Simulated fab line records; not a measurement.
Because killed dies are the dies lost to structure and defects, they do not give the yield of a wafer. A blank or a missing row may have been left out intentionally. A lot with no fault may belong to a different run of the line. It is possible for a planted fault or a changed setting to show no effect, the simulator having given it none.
Chamber matching -- flow n5_finfet -- N5_BEOL_M8_CURE_75 on uv_cure-02: 3 sister chambers
The step cures SiCOH lowk, time 120 s. 6 wafers are shown with their chamber, then 7 later ones without.

## EACH WAFER AND ITS CHAMBER
wafer,chamber,lamp_power_pct (%),wafer_temp_C_max
L074.2,2,52.39,371.2
L074.3,2,52.28,372.2
L083.4,1,52.22,371.6
L083.6,1,52.28,371.4
L092.1,0,52.32,371.3
L092.3,0,52.34,371.8

## WAFERS WITH NO CHAMBER GIVEN
wafer,lamp_power_pct (%),wafer_temp_C_max
L092.4,52.29,371.6
L093.2,52.36,371.3
L093.4,52.33,371.3
L093.5,52.23,371.6
L094.2,52.27,371.8
L094.4,52.30,372.0
L094.6,52.22,372.5

## CHAMBER TAKEN BY EACH
wafer,from the rows above,in truth
L092.4,can't be placed: 0 or 1 or 2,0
L093.2,can't be placed: 0 or 2 or 1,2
L093.4,can't be placed: 0 or 2 or 1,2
L093.5,can't be placed: 1 or 0 or 2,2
L094.2,can't be placed: 1 or 2 or 0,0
L094.4,can't be placed: 2 or 0 or 1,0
L094.6,can't be placed: 1 or 2 or 0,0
0 of 7 placed correctly. Cannot be placed on the basis of these rows: 7; the candidates contain the true chamber in 7. Number placed wrongly: 0.
How it was worked out, from the rows above alone: a wafer's distance from a chamber is the root of the sum, over the readings, of the square of ((its reading less the chamber's mean) divided by the reading's scatter). The wafer belongs to the nearest chamber; if the next one is less than 2 further off, it can't be placed. For every chamber, the mean is computed from those of its wafers that are shown. The scatter: the root of (the sum of the squares of (reading less its chamber's mean) over the shown wafers, divided by (wafers less chambers)).
